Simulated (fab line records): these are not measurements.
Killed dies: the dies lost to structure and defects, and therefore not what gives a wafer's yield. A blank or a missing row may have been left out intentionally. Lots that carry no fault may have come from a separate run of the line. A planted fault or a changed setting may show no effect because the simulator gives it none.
The tool behind it: which one? || flow nandHarc || Sampling: 11 lots, 33 wafers, 2 of 1302 route steps

WHAT EACH GAUGE READ, for each wafer
NHARC_P_CONTACT_CD_MEAS_12: target cd 90 nm.
{"lot": "L875", "measured": "day 6 12:00", "on": "cdSem-03", "cdNm (nm)": "89.1 89.4 90.2"}
{"lot": "L881", "measured": "day 8 17:00", "on": "cdSem-02", "cdNm (nm)": "89.6 90.5 89.4"}
{"lot": "L882", "measured": "day 9 05:37", "on": "cdSem-01", "cdNm (nm)": "81.4 82.3 82.0 81.9 82.2 82.3"}
{"lot": "L884", "measured": "day 10 01:12", "on": "cdSem-03", "cdNm (nm)": "89.1 89.6 88.6"}
{"lot": "L889", "measured": "day 12 15:38", "on": "cdSem-03", "cdNm (nm)": "91.1 89.2 89.7"}
{"lot": "L891", "measured": "day 13 01:52", "on": "cdSem-01", "cdNm (nm)": "89.8 89.8 89.7"}
{"lot": "L893", "measured": "day 13 15:43", "on": "cdSem-02", "cdNm (nm)": "89.5 89.5 90.5"}
{"lot": "L894", "measured": "day 14 06:59", "on": "cdSem-03", "cdNm (nm)": "89.7 90.8 91.7"}
{"lot": "L895", "measured": "day 14 22:28", "on": "cdSem-02", "cdNm (nm)": "90.5 89.6 90.7"}
{"lot": "L896", "measured": "day 15 01:45", "on": "cdSem-03", "cdNm (nm)": "90.6 89.4 90.4"}
{"lot": "L897", "measured": "day 15 08:29", "on": "cdSem-02", "cdNm (nm)": "91.0 90.5 89.5"}

EACH LOT AND THE TOOL THAT RAN IT (in order: tool; ch and the chambers of the sampled wafers; start)
{"lot": "L875", "NHARC_P_CONTACT_EXPOSE_09": "arfiScanner-01 ch 0, day 6 11:52"}
{"lot": "L881", "NHARC_P_CONTACT_EXPOSE_09": "arfiScanner-01 ch 0, day 8 16:52"}
{"lot": "L882", "NHARC_P_CONTACT_EXPOSE_09": "arfiScanner-02 ch 0, day 9 05:28"}
{"lot": "L884", "NHARC_P_CONTACT_EXPOSE_09": "arfiScanner-02 ch 0, day 10 01:04"}
{"lot": "L889", "NHARC_P_CONTACT_EXPOSE_09": "arfiScanner-02 ch 0, day 12 15:29"}
{"lot": "L891", "NHARC_P_CONTACT_EXPOSE_09": "arfiScanner-03 ch 0, day 13 01:44"}
{"lot": "L893", "NHARC_P_CONTACT_EXPOSE_09": "arfiScanner-02 ch 0, day 13 15:34"}
{"lot": "L894", "NHARC_P_CONTACT_EXPOSE_09": "arfiScanner-01 ch 0, day 14 06:50"}
{"lot": "L895", "NHARC_P_CONTACT_EXPOSE_09": "arfiScanner-02 ch 0, day 14 22:20"}
{"lot": "L896", "NHARC_P_CONTACT_EXPOSE_09": "arfiScanner-02 ch 0, day 15 01:37"}
{"lot": "L897", "NHARC_P_CONTACT_EXPOSE_09": "arfiScanner-01 ch 0, day 15 08:21"}
- NHARC_P_CONTACT_EXPOSE_09: exposes mask P CA, target cd 90 nm.

THE ANSWER, worked out from the rows above alone
Rule: the lots themselves supply what counts as usual. The widest of any qualifying gaps counts: lots, ordered by their means at a reading, are off when they make up no more than a third of the lots, leave a main group of 4 or more, and stand apart from it by 3 or more times the standard deviation of that group's means. The tables above print the reading to a certain number of digits; a main group whose means all agree to those digits is not used. A lot without any number at a reading at which 4 lots or more have one is off too. The other lots that the step has rows for count as sound.
Off, at NHARC_P_CONTACT_CD_MEAS_12 on cdNm: L882. Mean 90.0 nm and standard deviation 0.43 in the main group.
A tool fits if, at a process step before that reading, it ran every lot that is off, and no sound lot after the first of them. Those tools and the gauges at NHARC_P_CONTACT_CD_MEAS_12 are tried in the same way. No candidate that was tried fits.

WHAT THE SIMULATOR PUT IN
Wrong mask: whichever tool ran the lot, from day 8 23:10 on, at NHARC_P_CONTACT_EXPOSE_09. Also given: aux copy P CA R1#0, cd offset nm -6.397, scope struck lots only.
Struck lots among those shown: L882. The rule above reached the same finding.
